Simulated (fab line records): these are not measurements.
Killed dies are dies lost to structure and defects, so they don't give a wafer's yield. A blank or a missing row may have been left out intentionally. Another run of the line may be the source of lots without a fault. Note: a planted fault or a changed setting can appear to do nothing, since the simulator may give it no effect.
Chamber matching + flow nand_harc + 4 sister chambers for NHARC_A_STAIRCASE_STRIP_476 on rie_diel-10
The step strips in O2, time 20 s. 14 wafers are shown with their chamber, then 7 later ones without.

WAFERS, EACH WITH ITS CHAMBER
| wafer  | chamber | drypump_motor_current_A (A) | showerhead_plenum_p_Torr (Torr) | oes_product_au (a.u.) |
|--------|---------|-----------------------------|---------------------------------|-----------------------|
| L078.3 | 1       | 5.9                         | 3.31                            | 1.004                 |
| L078.5 | 0       | 6.0                         | 3.77                            | 1.020                 |
| L078.6 | 3       | 5.0                         | 3.40                            | 1.003                 |
| L080.4 | 2       | 4.8                         | 3.40                            | 1.011                 |
| L080.5 | 0       | 6.0                         | 3.76                            | 1.009                 |
| L080.6 | 1       | 6.0                         | 3.30                            | 0.999                 |
| L081.2 | 2       | 4.8                         | 3.40                            | 1.018                 |
| L081.5 | 3       | 5.0                         | 3.40                            | 0.986                 |
| L081.6 | 2       | 4.8                         | 3.40                            | 1.011                 |
| L085.1 | 1       | 6.0                         | 3.29                            | 1.005                 |
| L085.3 | 0       | 6.0                         | 3.75                            | 1.012                 |
| L085.4 | 3       | 5.0                         | 3.39                            | 0.987                 |
| L084.2 | 1       | 5.9                         | 3.29                            | 0.998                 |
| L084.3 | 3       | 5.0                         | 3.39                            | 0.990                 |

SIGNATURES (averages over the wafers above)
| reading                  | chamber 0 | chamber 1 | chamber 2 | chamber 3 | scatter within a chamber |
|--------------------------|-----------|-----------|-----------|-----------|--------------------------|
| drypump_motor_current_A  | 6.000     | 5.950     | 4.800     | 5.000     | 0.0316                   |
| showerhead_plenum_p_Torr | 3.7600    | 3.2975    | 3.4000    | 3.3950    | 0.00758                  |
| oes_product_au           | 1.01367   | 1.00150   | 1.01333   | 0.99150   | 0.00565                  |
Rule: distance of a wafer from a chamber = root of the sum over the readings of ((wafer's reading minus chamber's mean) / reading's scatter) squared. If the next closest chamber is less than 2 further off than the closest, the wafer can't be placed; otherwise it belongs to the closest. How the scatter is found: for the shown wafers, subtract from each reading the mean of its chamber, square and add these, divide the total by (wafers less chambers), then take the root.

WAFERS WHOSE CHAMBER IS MISSING
| wafer  | drypump_motor_current_A (A) | showerhead_plenum_p_Torr (Torr) | oes_product_au (a.u.) |
|--------|-----------------------------|---------------------------------|-----------------------|
| L084.6 | 6.0                         | 3.29                            | 0.998                 |
| L088.1 | 4.8                         | 3.38                            | 1.008                 |
| L088.5 | 4.8                         | 3.38                            | 1.000                 |
| L088.6 | 5.9                         | 3.29                            | 1.014                 |
| L093.1 | 6.0                         | 3.73                            | 1.014                 |
| L093.2 | 5.0                         | 3.37                            | 0.999                 |
| L093.4 | 5.9                         | 3.28                            | 1.011                 |

EACH ONE'S CHAMBER
| wafer  | from the rows above | in truth |
|--------|---------------------|----------|
| L084.6 | 1                   | 1        |
| L088.1 | 2                   | 2        |
| L088.5 | 2                   | 2        |
| L088.6 | 1                   | 1        |
| L093.1 | 0                   | 0        |
| L093.2 | 3                   | 3        |
| L093.4 | 1                   | 1        |
Correctly placed: 7 of 7. Can't be placed from these rows: 0. Placed wrongly: 0.
